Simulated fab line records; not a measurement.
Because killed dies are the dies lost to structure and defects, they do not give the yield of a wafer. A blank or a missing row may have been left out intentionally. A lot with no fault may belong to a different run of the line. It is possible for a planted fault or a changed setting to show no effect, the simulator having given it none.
3 desks, one fault -- flow n5 finfet -- each desk has only its own numbers; what lay behind them comes last

THE DEFECT DESK
For each lot, the counts of the inspections along the route, averaged over the sampled wafers that have a number. A lot is out of limits, marked OUT, if its mean lies more than 4 standard deviations from the usual mean; the brackets give that distance.
Columns: A = raw defect count at N5_BEOL_M8_INSPECT_58, usual 70
lot,first seen here,A
L482,day 9 09:43,94
L484,day 9 19:59,53
L486,day 10 10:28,81
L485,day 10 10:51,34
L488,day 10 22:29,96
L487,day 11 00:22,61
L489,day 11 07:37,56
L494,day 12 14:11,49
L495,day 12 18:05,96
L493,day 12 22:16,46
L499,day 13 19:25,45
L503,day 14 19:09,62
This desk found nothing out of limits on any of the 12 lots.

FROM THE METROLOGY DESK
What the gauges read for every lot (on any tool): the sampled wafers with a number, averaged. A lot is out of limits, marked OUT, if its mean lies more than 4 standard deviations from the usual mean; the brackets give that distance.
Columns: A = cd nm at N5_BEOL_M9_CD_MEAS_18, usual 70.2 nm
lot,first seen here,A
L482,day 9 12:25,69.9
L484,day 10 00:40,70.2
L486,day 10 13:24,69.7
L485,day 10 13:51,70.0
L488,day 11 00:37,70.5
L487,day 11 06:09,69.8
L489,day 11 13:02,70.2
L494,day 12 18:01,69.6
L495,day 12 22:40,69.6
L493,day 13 01:01,70.7
L499,day 13 22:05,70.9
L503,day 14 21:37,70.5
This desk found nothing out of limits on any of the 12 lots.

THE TOOL OWNER'S DESK: rie diel-02
The tool's own readings at N5_BEOL_M9_ETCH_66 (etches SOC in N2/H2, target depth 80 nm, overetch 16 nm, time 120 s): means of the sampled wafers that have a number, for each lot that ran on this tool. A lot is out of limits, marked OUT, if its mean lies more than 4 standard deviations from the usual mean; the brackets give that distance.
Columns: A = bias w at N5_BEOL_M9_ETCH_66, usual 150.0 W; B = drypump motor current A at N5_BEOL_M9_ETCH_66, usual 5.7 A; C = oes product au at N5_BEOL_M9_ETCH_66, usual 0.56 a.u.; D = rf vpp V at N5_BEOL_M9_ETCH_66, usual 523.6 V; E = run length s at N5_BEOL_M9_ETCH_66, usual 143.3 s; F = showerhead plenum p Torr at N5_BEOL_M9_ETCH_66, usual 2.53 Torr; G = throttle valve pct at N5_BEOL_M9_ETCH_66, usual 17.90 %
lot,first seen here,A,B,C,D,E,F,G
L486,day 10 14:04,149.9,5.9,0.54,523.2,143.5,2.52,17.80
L485,day 10 15:20,150.1,5.7,0.54,522.8,143.5,2.52,17.81
L487,day 11 11:08,150.0,5.8,0.54,522.8,143.7,2.49,17.83
L489,day 11 15:37,150.3,5.5,0.54,522.5,143.3,2.48,17.85
L494,day 12 18:39,150.4,5.5,0.54,522.2,143.4,2.48,17.87
L499,day 14 01:27,150.6,5.5,0.54,521.2,140.4 (-6.6) OUT,2.48,17.88
L503,day 14 23:01,150.0,5.6,0.54,521.5,140.4 (-6.7) OUT,2.44,17.99
Finding of this desk: L499, L503 out of limits; the first was L499 at day 14 01:27, on run length s at N5_BEOL_M9_ETCH_66. L486, L485, L487, L489, L494 stayed within limits.

ALL TOGETHER
The tool owner's desk could have raised an alarm at day 14 01:27, on L499, L503.
Nothing out of limits was seen by the defect desk.
Metrology desk: nothing out of limits seen.
The defect desk has L499, L503 on record, within its limits.
The metrology desk holds a record of L499, L503, inside its limits.
On rie diel-02, each named lot ran N5_BEOL_M9_ETCH_66.

WHAT THE SIMULATOR HAD INSERTED
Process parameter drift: rie diel-02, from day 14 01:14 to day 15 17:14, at N5_BEOL_M9_ETCH_66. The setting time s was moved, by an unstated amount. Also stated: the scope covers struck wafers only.
Shown lots that were struck: L499, L503.
How many hours passed from the start of the fault until each desk's first out-of-limits reading: the tool owner's desk, 0.
